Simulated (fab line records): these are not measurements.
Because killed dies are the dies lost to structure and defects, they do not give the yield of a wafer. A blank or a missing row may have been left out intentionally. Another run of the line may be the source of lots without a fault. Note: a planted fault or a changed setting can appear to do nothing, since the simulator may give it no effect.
Chamber matching / flow n5 finfet / 3 sister chambers for N5_BEOL_M2_ILD_DEP_00 on pecvd-03
The step deposits SiOC from DEMS/O2, target thk 79 nm, time 15.3 s. 18 wafers are shown with their chamber, then 9 later ones without.

== WAFERS PAIRED WITH THEIR CHAMBERS ==
wafer=L077.2; chamber=1; throttle valve pct (%)=12.8; showerhead plenum p Torr (Torr)=5.718; heater power w (W)=396
wafer=L077.5; chamber=1; throttle valve pct (%)=12.5; showerhead plenum p Torr (Torr)=5.708; heater power w (W)=402
wafer=L077.6; chamber=2; throttle valve pct (%)=11.2; showerhead plenum p Torr (Torr)=5.683; heater power w (W)=582
wafer=L082.1; chamber=0; throttle valve pct (%)=11.7; showerhead plenum p Torr (Torr)=5.700; heater power w (W)=502
wafer=L082.2; chamber=1; throttle valve pct (%)=12.9; showerhead plenum p Torr (Torr)=5.716; heater power w (W)=439
wafer=L082.3; chamber=2; throttle valve pct (%)=11.4; showerhead plenum p Torr (Torr)=5.669; heater power w (W)=479
wafer=L082.4; chamber=2; throttle valve pct (%)=11.4; showerhead plenum p Torr (Torr)=5.693; heater power w (W)=486
wafer=L082.5; chamber=0; throttle valve pct (%)=11.6; showerhead plenum p Torr (Torr)=5.706; heater power w (W)=509
wafer=L082.6; chamber=1; throttle valve pct (%)=12.9; showerhead plenum p Torr (Torr)=5.718; heater power w (W)=435
wafer=L084.1; chamber=2; throttle valve pct (%)=11.6; showerhead plenum p Torr (Torr)=5.691; heater power w (W)=542
wafer=L084.5; chamber=1; throttle valve pct (%)=12.5; showerhead plenum p Torr (Torr)=5.707; heater power w (W)=447
wafer=L084.6; chamber=2; throttle valve pct (%)=11.5; showerhead plenum p Torr (Torr)=5.679; heater power w (W)=547
wafer=L086.1; chamber=1; throttle valve pct (%)=12.7; showerhead plenum p Torr (Torr)=5.717; heater power w (W)=436
wafer=L086.5; chamber=1; throttle valve pct (%)=12.6; showerhead plenum p Torr (Torr)=5.727; heater power w (W)=432
wafer=L086.6; chamber=2; throttle valve pct (%)=11.6; showerhead plenum p Torr (Torr)=5.694; heater power w (W)=558
wafer=L088.1; chamber=1; throttle valve pct (%)=12.8; showerhead plenum p Torr (Torr)=5.720; heater power w (W)=413
wafer=L088.3; chamber=0; throttle valve pct (%)=11.6; showerhead plenum p Torr (Torr)=5.711; heater power w (W)=447
wafer=L088.5; chamber=0; throttle valve pct (%)=11.6; showerhead plenum p Torr (Torr)=5.712; heater power w (W)=443

SIGNATURES, as means of the wafers listed above
reading=throttle valve pct; chamber 0=11.625; chamber 1=12.713; chamber 2=11.450; scatter within a chamber=0.144
reading=showerhead plenum p Torr; chamber 0=5.70725; chamber 1=5.71638; chamber 2=5.68483; scatter within a chamber=0.00756
reading=heater power w; chamber 0=475.25; chamber 1=425.00; chamber 2=532.33; scatter within a chamber=31.2
Rule: a wafer's distance from a chamber is the root of the sum, over the readings, of the square of ((its reading less the chamber's mean) divided by the reading's scatter). If the next closest chamber is less than 2 further off than the closest, the wafer can't be placed; otherwise it belongs to the closest. The scatter is the square root of a quotient: the sum, over the shown wafers, of each reading's squared deviation from its chamber's mean, divided by wafers minus chambers.

== WAFERS MISSING THEIR CHAMBER ==
wafer=L094.2; throttle valve pct (%)=12.9; showerhead plenum p Torr (Torr)=5.728; heater power w (W)=420
wafer=L094.4; throttle valve pct (%)=12.8; showerhead plenum p Torr (Torr)=5.710; heater power w (W)=415
wafer=L094.5; throttle valve pct (%)=11.8; showerhead plenum p Torr (Torr)=5.700; heater power w (W)=514
wafer=L093.1; throttle valve pct (%)=11.4; showerhead plenum p Torr (Torr)=5.721; heater power w (W)=489
wafer=L093.4; throttle valve pct (%)=11.7; showerhead plenum p Torr (Torr)=5.686; heater power w (W)=551
wafer=L093.5; throttle valve pct (%)=12.7; showerhead plenum p Torr (Torr)=5.722; heater power w (W)=420
wafer=L096.2; throttle valve pct (%)=11.9; showerhead plenum p Torr (Torr)=5.700; heater power w (W)=490
wafer=L096.3; throttle valve pct (%)=11.9; showerhead plenum p Torr (Torr)=5.697; heater power w (W)=512
wafer=L096.6; throttle valve pct (%)=12.7; showerhead plenum p Torr (Torr)=5.714; heater power w (W)=447

== EACH ONE'S CHAMBER ==
wafer=L094.2; from the rows above=1; in truth=1
wafer=L094.4; from the rows above=1; in truth=1
wafer=L094.5; from the rows above=can't be placed: 0 or 2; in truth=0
wafer=L093.1; from the rows above=0; in truth=0
wafer=L093.4; from the rows above=can't be placed: 2 or 0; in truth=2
wafer=L093.5; from the rows above=1; in truth=1
wafer=L096.2; from the rows above=can't be placed: 0 or 2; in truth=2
wafer=L096.3; from the rows above=can't be placed: 0 or 2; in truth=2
wafer=L096.6; from the rows above=1; in truth=1
Correct placement for 5 of the 9. These rows do not allow placing 4 (true chamber among the candidates in 4). Number placed wrongly: 0.
